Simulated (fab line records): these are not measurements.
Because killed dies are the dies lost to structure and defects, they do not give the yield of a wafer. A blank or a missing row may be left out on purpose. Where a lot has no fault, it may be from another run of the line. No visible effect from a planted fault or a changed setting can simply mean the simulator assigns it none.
fab line records    flow nandHarc
record: lots: 12  wafers: 36  lastDay: 24
route steps=1159 shown P_GATE@187 P_CONTACT@235 END@1159
lots untouched by any fault: they come from a run of this same line in which no faults occurred
startH: the number of hours between the record's first day and the start of the first shown wafer of the lot    waitH: hours elapsed since this lot's preceding step    " unchanged from the row above    L1.1+2: a single row standing in for several wafers    - no value, or no start given    * or withheld: withheld    < > ~ a bound
route shown NAME@n: NAME is a module with steps in the file, n the number in the route of the first one    usual: mean and standard deviation over wafers with no fault    same: alike in all rows    chamber/n: place in a boat    sites: per-site readings    _std_site: their standard deviation    _edge_site: the outer-site mean with the inner-site mean subtracted    radiusMm: how far each site lies from the wafer's centre    mask NAME#n: copy n    behind: the most recent tool/chamber to have shaped the wafer    hold: reason for holding the lot/hours on hold/outcome of the hold    device: transistor that didn't switch, given as n, p or np    end of line: the route-end tests of the same wafers    a step given without rows: its recipe and nothing more    killed: the dies lost at the first sort to structure and to defects; this is not the yield of the wafer    map: per-die view of a wafer (x killed, . not killed, _ where there is no die)
set.NAME: the setting that was run; set.NAME@STEP: the one run at that earlier step    model.NAME: the simulator's own value behind a step, which no gauge read
the route's steps for a sample of lots (tables are steps, rows are wafers)
services: when a tool's chamber went out of use (startH, in hours from the record's first day, below 0 if earlier), for how many hours, and the reason
== steps ==
step: NHARC_P_GATE_DESCUM_61
recipe: timeS: 3  o2FlowSccm: 200  arFlowSccm: 0  biasPowerW: 0  chemistry: O2
usual: drypumpMotorCurrentA: 5.6/0.39  oesProductAu: 1.004/0.014  rfVppV: 57.9/0.92  showerheadPlenumPTorr: 1.90/0.097  throttleValvePct: 11.311/0.0091
lot.wafer  tool        chamber  startH  waitH  drypumpMotorCurrentA  oesProductAu  rfHoursCounterH  rfVppV  showerheadPlenumPTorr  throttleValvePct
L521.3     rieDiel-03  0        106.50  -      5.7                   0.996         21               58.0    1.98                   11.316
L521.6     "           3        "       "      5.6                   1.013         -                59.1    1.91                   11.314
L521.5     "           0        "       "      5.7                   1.002         -                57.9    1.98                   11.309
L520.4     rieDiel-03  2        106.74  -      5.5                   1.012         23               58.2    1.98                   11.320
L520.3     "           1        "       "      5.6                   1.023         23               58.3    1.88                   11.308
L520.6     "           2        "       "      5.5                   1.013         -                57.6    1.98                   11.302
L522.2     rieDiel-03  2        117.66  -      5.5                   1.011         26               57.0    1.98                   11.301
L522.1     "           0        "       "      5.7                   1.004         24               57.9    1.98                   11.330
L522.5     "           0        "       "      5.7                   1.001         -                58.3    1.98                   11.294
L523.3     rieDiel-01  0        119.16  -      5.9                   0.995         47               57.1    1.78                   11.325
L523.2     "           1        "       "      5.2                   0.978         46               57.2    1.77                   11.318
L523.4     "           3        "       "      5.0                   1.000         48               59.0    2.02                   11.316
L526.3     rieDiel-01  3        139.40  -      5.0                   0.993         58               58.7    2.02                   11.310
L526.1     "           1        "       "      5.2                   0.972         56               58.3    1.77                   11.302
L526.2     "           2        "       "      6.3                   0.986         58               59.3    2.04                   11.322
L535.2     rieDiel-13  1        184.39  -      5.9                   0.994         14               59.4    2.01                   11.312
L535.3     "           2        "       "      5.8                   0.988         17               56.6    1.78                   11.323
L535.6     "           3        "       "      4.8                   1.011         -                56.6    1.77                   11.311
L532.1     rieDiel-01  1        185.14  -      5.2                   0.979         11               57.7    2.07                   11.310
L532.3     "           2        "       "      6.3                   0.983         11               58.7    2.04                   11.314
L532.5     "           1        "       "      5.2                   0.979         -                57.8    2.07                   11.309
L533.3     rieDiel-03  3        191.91  -      5.5                   1.016         50               57.2    1.90                   11.301
L533.5     "           0        "       "      5.7                   1.006         -                56.9    1.97                   11.319
L533.6     "           1        "       "      5.6                   1.022         -                58.1    1.87                   11.291
L536.1     rieDiel-13  1        198.32  -      5.9                   1.009         16               58.0    2.01                   11.315
L536.2     "           2        "       "      5.8                   0.999         20               58.5    1.78                   11.307
L536.6     "           2        "       "      5.8                   0.988         -                56.4    1.78                   11.321
L538.4     rieDiel-03  1        214.11  -      5.6                   1.026         63               57.3    1.86                   11.306
L538.5     "           0        "       "      5.7                   0.985         -                57.5    1.96                   11.326
L538.6     "           1        "       "      5.6                   1.018         -                57.3    1.86                   11.304
L539.3     rieDiel-13  1        215.74  -      5.9                   1.004         19               59.4    2.01                   11.317
L539.4     "           0        "       "      6.1                   1.029         21               58.7    1.84                   11.305
L539.5     "           2        "       "      5.8                   0.997         -                56.9    1.78                   11.295
L541.4     rieDiel-03  0        230.23  -      5.7                   1.017         2                58.1    1.96                   11.314
L541.2     "           2        "       "      5.5                   1.017         1                56.7    1.97                   11.312
L541.6     "           3        "       "      5.6                   0.999         -                56.6    1.90                   11.308
step: NHARC_P_GATE_RTA_64
recipe: tempC: 1050  timeS: 1
usual: lampPowerPct: 32/3.9  lamp_zone_2_pct: 32/3.9  wafer_temp_C_max: 1054.4/1.1
lot.wafer  tool          chamber  startH  waitH  lampPowerPct  lamp_zone_2_pct  wafer_temp_C_max
L521.3     rtpAnneal-02  0        110.54  -      36            36               1054.2
L521.5     "             0        "       "      36            36               1053.4
L521.6     "             0        "       "      36            36               1054.7
L520.3     rtpAnneal-02  0        111.14  -      36            36               1052.8
L520.4     "             0        "       "      36            36               1053.5
L520.6     "             0        "       "      36            36               1054.2
L522.1     rtpAnneal-01  0        121.38  -      28            28               1054.6
L522.2     "             0        "       "      28            28               1055.5
L522.5     "             0        "       "      28            28               1056.2
L523.2     rtpAnneal-02  0        122.50  -      36            36               1053.5
L523.3     "             0        "       "      36            36               1053.2
L523.4     "             0        "       "      36            36               1054.4
L526.1     rtpAnneal-01  0        142.67  -      28            28               1054.2
L526.2     "             0        "       "      28            28               1055.1
L526.3     "             0        "       "      28            28               1052.9
L535.2     rtpAnneal-02  0        188.75  -      36            36               1053.2
L535.3     "             0        "       "      36            36               1053.2
L535.6     "             0        "       "      36            36               1053.4
L532.1     rtpAnneal-02  0        189.91  -      36            36               1054.8
L532.3     "             0        "       "      36            36               1053.7
L532.5     "             0        "       "      36            36               1053.7
L533.3     rtpAnneal-02  0        195.54  -      36            36               1053.0
L533.5     "             0        "       "      36            36               1053.5
L533.6     "             0        "       "      36            36               1053.9
L536.1     rtpAnneal-01  0        201.74  -      28            28               1054.9
L536.2     "             0        "       "      28            28               1054.1
L536.6     "             0        "       "      28            28               1055.7
L538.4     rtpAnneal-01  0        217.93  -      28            28               1052.9
L538.5     "             0        "       "      28            28               1053.5
L538.6     "             0        "       "      28            28               1054.0
L539.3     rtpAnneal-02  0        220.17  -      36            36               1053.6
L539.4     "             0        "       "      36            36               1053.5
L539.5     "             0        "       "      36            36               1054.3
L541.2     rtpAnneal-02  0        233.61  -      36            36               1053.1
L541.4     "             0        "       "      36            36               1053.4
L541.6     "             0        "       "      36            36               1054.3
step: NHARC_P_GATE_PRE_CLEAN_110
recipe: timeS: 30  biasV: 200  gas: Ar
lot.wafer   tool           chamber  startH  waitH
L521.3+5+6  pvdSputter-01  -        110.84  -
L520.3+4+6  pvdSputter-02  -        111.45  -
L522.2+1+5  pvdSputter-03  -        121.74  -
L523.4+2+3  pvdSputter-01  -        122.82  -
L526.1+2+3  pvdSputter-03  -        143.02  -
L535.2+3+6  pvdSputter-02  -        189.08  -
L532.3+1+5  pvdSputter-02  -        190.27  -
L533.3+5+6  pvdSputter-02  -        195.85  -
L536.1+2+6  pvdSputter-01  -        202.10  -
L538.4+6+5  pvdSputter-03  -        218.20  -
L539.4+3+5  pvdSputter-03  -        220.48  -
L541.2+4+6  pvdSputter-03  -        233.93  -
step: NHARC_P_GATE_INSPECT_68
usual: rawDefectCount: 250/110
lot.wafer  tool              chamber  startH  waitH  rawDefectCount
L521.3     defectInspect-02  -        111.74  0.1    518
L521.5     "                 -        "       "      321
L521.6     "                 -        "       "      255
L520.3     defectInspect-02  -        112.37  0.1    362
L520.4     "                 -        "       "      235
L520.6     "                 -        "       "      307
L522.1     defectInspect-02  -        122.64  0.2    197
L522.2     "                 -        "       "      214
L522.5     "                 -        "       "      251
L523.2     defectInspect-01  -        123.75  0.1    325
L523.3     "                 -        "       "      216
L523.4     "                 -        "       "      266
L526.1     defectInspect-01  -        143.96  0.2    219
L526.2     "                 -        "       "      187
L526.3     "                 -        "       "      276
L535.2     defectInspect-01  -        189.98  0.1    203
L535.3     "                 -        "       "      306
L535.6     "                 -        "       "      204
L532.1     defectInspect-01  -        191.17  0.2    143
L532.3     "                 -        "       "      120
L532.5     "                 -        "       "      141
L533.3     defectInspect-02  -        196.74  0.1    669
L533.5     "                 -        "       "      526
L533.6     "                 -        "       "      659
L536.1     defectInspect-01  -        203.00  0.2    328
L536.2     "                 -        "       "      178
L536.6     "                 -        "       "      333
L538.4     defectInspect-02  -        219.26  0.1    158
L538.5     "                 -        "       "      199
L538.6     "                 -        "       "      557
L539.3     defectInspect-01  -        221.41  0.1    177
L539.4     "                 -        "       "      149
L539.5     "                 -        "       "      167
L541.2     defectInspect-02  -        235.03  0.1    265
L541.4     "                 -        "       "      206
L541.6     "                 -        "       "      277
step: NHARC_P_CONTACT_DESCUM_17
recipe: timeS: 3  o2FlowSccm: 200  arFlowSccm: 0  biasPowerW: 0  chemistry: O2
usual: drypumpMotorCurrentA: 5.7/0.53  oesProductAu: 1.005/0.012  rfVppV: 57.8/0.95  showerheadPlenumPTorr: 1.90/0.083  throttleValvePct: 11.311/0.0091
lot.wafer  tool        chamber  startH  waitH  drypumpMotorCurrentA  oesProductAu  rfHoursCounterH  rfVppV  showerheadPlenumPTorr  throttleValvePct
L521.3     rieDiel-09  3        113.68  0.1    5.8                   1.004         3                57.2    1.82                   11.311
L521.6     "           0        "       "      5.4                   0.988         -                57.5    2.02                   11.300
L521.5     "           1        "       "      6.3                   1.019         -                57.5    1.95                   11.317
L520.3     rieDiel-06  1        114.58  0.1    5.6                   1.000         4                58.0    1.97                   11.307
L520.4     "           2        "       "      6.5                   0.999         3                56.2    1.80                   11.304
L520.6     "           1        "       "      5.6                   0.996         -                57.7    1.97                   11.311
L522.1     rieDiel-06  3        124.45  0.1    5.2                   0.997         5                58.9    2.00                   11.326
L522.2     "           0        "       "      5.0                   1.015         5                57.4    1.81                   11.303
L522.5     "           0        "       "      5.0                   1.013         -                58.6    1.81                   11.320
L523.4     rieDiel-06  0        125.42  0.1    5.0                   1.017         6                57.5    1.81                   11.311
L523.2     "           2        "       "      6.5                   1.008         4                59.0    1.80                   11.300
L523.3     "           3        "       "      5.2                   0.997         5                57.5    2.00                   11.307
L526.2     rieDiel-09  0        145.77  0.1    5.4                   0.997         6                56.8    2.02                   11.325
L526.1     "           1        "       "      6.3                   1.021         6                57.6    1.95                   11.306
L526.3     "           2        "       "      5.5                   1.017         7                57.7    1.92                   11.300
L535.2     rieDiel-06  1        191.66  0.1    5.7                   0.983         11               58.4    1.97                   11.316
L535.3     "           2        "       "      6.5                   1.007         12               56.6    1.80                   11.297
L535.6     "           1        "       "      5.7                   0.973         -                57.9    1.97                   11.305
L532.3     rieDiel-06  2        192.97  0.1    6.5                   1.024         13               57.1    1.80                   11.306
L532.1     "           3        "       "      5.2                   1.002         11               59.4    2.00                   11.297
L532.5     "           1        "       "      5.7                   0.987         -                58.9    1.97                   11.315
L533.3     rieDiel-09  3        198.55  0.1    5.8                   1.007         12               55.8    1.82                   11.322
L533.6     "           3        "       "      5.8                   1.007         -                58.5    1.82                   11.314
L533.5     "           0        "       "      5.4                   0.985         -                58.1    2.01                   11.305
L536.1     rieDiel-06  3        204.69  0.1    5.2                   0.999         13               58.4    2.00                   11.305
L536.2     "           0        "       "      5.0                   1.014         15               57.7    1.81                   11.312
L536.6     "           3        "       "      5.2                   1.003         -                55.3    2.00                   11.302
L538.4     rieDiel-06  2        220.94  0.1    6.5                   1.019         15               57.6    1.80                   11.317
L538.6     "           3        "       "      5.2                   1.017         -                58.4    2.00                   11.303
L538.5     "           0        "       "      5.0                   1.019         -                56.5    1.81                   11.312
L539.4     rieDiel-09  1        223.08  0.1    6.3                   1.010         13               58.7    1.95                   11.328
L539.3     "           2        "       "      5.6                   1.003         13               55.1    1.92                   11.315
L539.5     "           2        "       "      5.6                   1.012         -                58.1    1.92                   11.304
L541.4     rieDiel-06  1        236.86  0.1    5.7                   0.984         15               58.8    1.97                   11.306
L541.2     "           3        "       "      5.2                   0.999         15               60.5    2.00                   11.316
L541.6     "           0        "       "      5.0                   1.016         -                57.3    1.80                   11.313
step: NHARC_END_SORT_01
recipe: tempC: 25
usual: killedAtArray: 27/10  killedAtOther: 0.6/0.96  killedAtPeriphery: 3.4/2.7  killedDies: 31/10  killedOpen: 2.9/1.8  killedShort: 1.8/1.4
same: grossDies: 677
lot.wafer  tool       chamber  startH  waitH  killedAtArray  killedAtOther  killedAtPeriphery  killedDies  killedOpen  killedShort
L533.3     prober-01  0        518.99  3.1    19             1              41                 61          3           1
L533.5     prober-01  0        520.60  3.7    22             0              74                 96          3           2
L533.6     prober-01  0        521.41  4.0    23             2              41                 66          1           0
killed by level:class
L533.3 P_GATE:unspecified=39 A_CHANNEL_HOLE_D1:chamberFilmFlake=7 A_CONTACT:chamberFilmFlake=6 A_ONON_D1:geometricParticle:open=1 A_CHANNEL_FILL_D1:geometricParticle:open=1 A_WL_FILL:geometricParticle:short=1 A_CONTACT:geometricParticle:open=1 P_ZERO_WELL:chamberFilmFlake=1
L533.5 P_GATE:unspecified=73 A_CONTACT:chamberFilmFlake=7 A_CHANNEL_HOLE_D1:chamberFilmFlake=5 A_STAIRCASE:chamberFilmFlake=4 A_ONON_D1:geometricParticle:open=1 A_CONTACT:geometricParticle:open=1 A_BLC:geometricParticle:short=1 A_M1:geometricParticle:open=1
L533.6 P_GATE:unspecified=41 A_CONTACT:chamberFilmFlake=15 A_CHANNEL_HOLE_D1:chamberFilmFlake=6 THIN_TSV:chamberFilmFlake=2 A_SGD_CUT:geometricParticle:open=1 A_STAIRCASE:chamberFilmFlake=1
== services ==
tool           chamber  startH  hours  kind
pvdSputter-03  -        82.78   2.3    repair
rieDiel-03     3        95.70   5.2    repair
rieDiel-06     0        97.70   -      clean
rieDiel-06     1        97.70   -      clean
rieDiel-13     -        99.01   9.0    pm
pvdSputter-03  -        102.00  10.0   pm
rieDiel-03     3        114.22  4.6    repair
rieDiel-13     1        114.66  9.2    repair
rieDiel-09     0        118.98  2.1    repair
rieDiel-01     0        125.14  5.7    repair
rieDiel-06     3        126.06  19.5   repair
rieDiel-01     -        146.45  9.0    pm
pvdSputter-01  -        158.00  10.0   pm
rieDiel-09     2        160.21  12.4   repair
pvdSputter-03  -        163.77  10.0   repair
pvdSputter-03  -        185.66  2.2    repair
rieDiel-13     -        187.65  0.8    repair
pvdSputter-03  -        188.43  18.0   repair
rieDiel-09     2        189.14  6.2    repair
rieDiel-09     1        193.55  7.7    repair
pvdSputter-02  -        214.14  10.0   pm
rieDiel-03     -        215.35  9.0    pm
rieDiel-01     3        215.88  9.7    repair
rieDiel-09     2        229.40  19.4   repair
== key ==
firstSign: step: NHARC_P_GATE_INSPECT_68  reading: rawDefectCount  direction: up  sigmas: 3.5  usual: 250  struck: 618
effect: step: NHARC_END_SORT_01  reading: killedAtPeriphery  direction: up  sigmas: 18  usual: 3.4  struck: 52
moreKillsBornAt: NHARC_P_GATE_PRE_CLEAN_110@pvdSputter-02: 153
metAt NHARC_P_GATE_PRE_CLEAN_110
struckLots L533
testerLeftOut L533
notActingAt NHARC_P_GATE_DESCUM_61,NHARC_P_GATE_RTA_64,NHARC_P_CONTACT_DESCUM_17
onsetBetween 190.27 195.85
fault: kind: chamberParticleSource  tool: pvdSputter-02  chamber: -  onsetH: 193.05  steps: NHARC_P_GATE_PRE_CLEAN_110  ratePerVisitCm2: 0.54057  endH: 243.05
testerLeftOut: of these lots the tester's yield and bins aren't shown, on N5 and GAA mostly nor the transistor test; their killed dies are dies lost to structure and defects alone, not to doping, threshold or leakage, so they don't give the yield
